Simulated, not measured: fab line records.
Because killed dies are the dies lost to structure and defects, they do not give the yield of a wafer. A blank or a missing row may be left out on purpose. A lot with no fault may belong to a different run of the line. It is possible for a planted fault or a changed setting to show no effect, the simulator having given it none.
Matching of chambers    flow n5Finfet    3 sister chambers for N5_BEOL_M2_DEP_57 on pecvd-03
The step deposits SiCN from 3MS/NH3, target thk 8 nm, time 14 s. 27 wafers are shown with their chamber, then 12 later ones without.

## WAFERS, EACH WITH ITS CHAMBER
wafer   chamber  showerheadVppV (V)  throttleValvePct (%)  showerheadPlenumPTorr (Torr)
L074.2  2        893                 8.8                   3.680
L074.5  2        910                 8.9                   3.685
L074.6  0        840                 8.6                   3.706
L076.1  2        910                 9.0                   3.688
L076.3  0        842                 8.7                   3.702
L076.5  1        857                 9.5                   3.681
L077.1  1        873                 9.3                   3.662
L077.2  0        831                 8.6                   3.695
L077.3  2        911                 8.8                   3.688
L078.1  0        835                 8.6                   3.701
L078.5  0        839                 8.5                   3.697
L078.6  2        895                 8.8                   3.692
L081.3  0        833                 8.7                   3.712
L081.4  2        906                 8.8                   3.688
L081.5  0        819                 8.3                   3.699
L086.2  1        874                 9.3                   3.667
L086.4  2        886                 8.6                   3.686
L086.5  1        880                 9.0                   3.671
L088.2  2        903                 8.8                   3.685
L088.5  0        834                 8.7                   3.697
L088.6  2        897                 8.7                   3.697
L090.2  0        840                 8.5                   3.690
L090.4  2        897                 8.9                   3.682
L090.5  0        825                 8.8                   3.708
L092.4  0        817                 8.6                   3.709
L092.5  2        893                 8.9                   3.686
L092.6  1        871                 9.4                   3.676

SIGNATURES (means of the wafers above)
reading                chamber 0  chamber 1  chamber 2  scatter within a chamber
showerheadVppV         832.27     871.00     900.09     8.48
throttleValvePct       8.600      9.300      8.818      0.135
showerheadPlenumPTorr  3.70145    3.67140    3.68700    0.00607
Rule: distance of a wafer from a chamber = root of the sum over the readings of ((wafer's reading minus chamber's mean) / reading's scatter) squared. If the next closest chamber is less than 2 further off than the closest, the wafer can't be placed; otherwise it belongs to the closest. The scatter: take each reading less its chamber's mean, square it, sum over the shown wafers, divide by the number of wafers less the number of chambers, and take the root.

## WAFERS WITH NO CHAMBER GIVEN
wafer   showerheadVppV (V)  throttleValvePct (%)  showerheadPlenumPTorr (Torr)
L093.1  889                 9.0                   3.680
L093.2  864                 9.2                   3.674
L093.6  835                 8.9                   3.699
L094.1  832                 8.9                   3.702
L094.4  851                 9.7                   3.681
L094.5  820                 8.6                   3.698
L096.3  863                 9.4                   3.664
L096.4  898                 9.0                   3.687
L096.6  856                 9.6                   3.671
L097.2  864                 9.2                   3.663
L097.3  913                 9.0                   3.683
L097.5  902                 8.7                   3.679

## THE CHAMBER EACH PASSED THROUGH
wafer   from the rows above      in truth
L093.1  can't be placed: 2 or 1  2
L093.2  1                        1
L093.6  0                        0
L094.1  0                        0
L094.4  1                        1
L094.5  0                        0
L096.3  1                        1
L096.4  2                        2
L096.6  1                        1
L097.2  1                        1
L097.3  2                        2
L097.5  2                        2
Correctly placed: 11 of 12. These rows do not allow placing 1 (true chamber among the candidates in 1). Wrongly placed: 0.
